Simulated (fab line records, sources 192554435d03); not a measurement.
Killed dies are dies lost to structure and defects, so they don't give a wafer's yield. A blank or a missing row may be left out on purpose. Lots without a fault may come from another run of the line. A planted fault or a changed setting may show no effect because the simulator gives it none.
Chamber matching | flow n5_finfet | N5_BEOL_M11_DESCUM_16 on rie_diel-02: 4 sister chambers
The step chemistry O2, time 7.9 s. 4 wafers are shown with their chamber, then 11 later ones without.

WAFERS WITH THEIR CHAMBER
wafer  | chamber | throttle_valve_pct (%)
L083.4 | 1       | 20.98
L083.5 | 0       | 20.18
L083.6 | 3       | 20.13
L084.2 | 2       | 20.37

WAFERS WITHOUT THEIR CHAMBER
wafer  | throttle_valve_pct (%)
L084.4 | 20.19
L084.6 | 20.15
L085.1 | 20.37
L085.2 | 20.15
L085.6 | 20.17
L086.2 | 20.16
L086.5 | 20.36
L086.6 | 20.99
L091.1 | 20.17
L091.2 | 20.41
L091.4 | 20.21

WHICH CHAMBER EACH WENT THROUGH
wafer  | from the rows above     | in truth
L084.4 | 0                       | 0
L084.6 | can't be placed: 3 or 0 | 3
L085.1 | 2                       | 2
L085.2 | can't be placed: 3 or 0 | 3
L085.6 | can't be placed: 0 or 3 | 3
L086.2 | can't be placed: 0 or 3 | 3
L086.5 | 2                       | 2
L086.6 | 1                       | 1
L091.1 | can't be placed: 0 or 3 | 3
L091.2 | 2                       | 2
L091.4 | 0                       | 0
Placed correctly: 6 of 11. Can't be placed from these rows: 5 (the true chamber is among the candidates in 5). Placed wrongly: 0.
How it was worked out, from the rows above alone: a wafer's distance from a chamber is the root of the sum, over the readings, of the square of ((its reading less the chamber's mean) divided by the reading's scatter). The wafer belongs to the nearest chamber; if the next one is less than 2 further off, it can't be placed. A chamber's mean is the mean of its shown wafers. The scatter: with one shown wafer a chamber, the root of the mean of the squares of how far each hidden wafer lies from its nearest shown one.
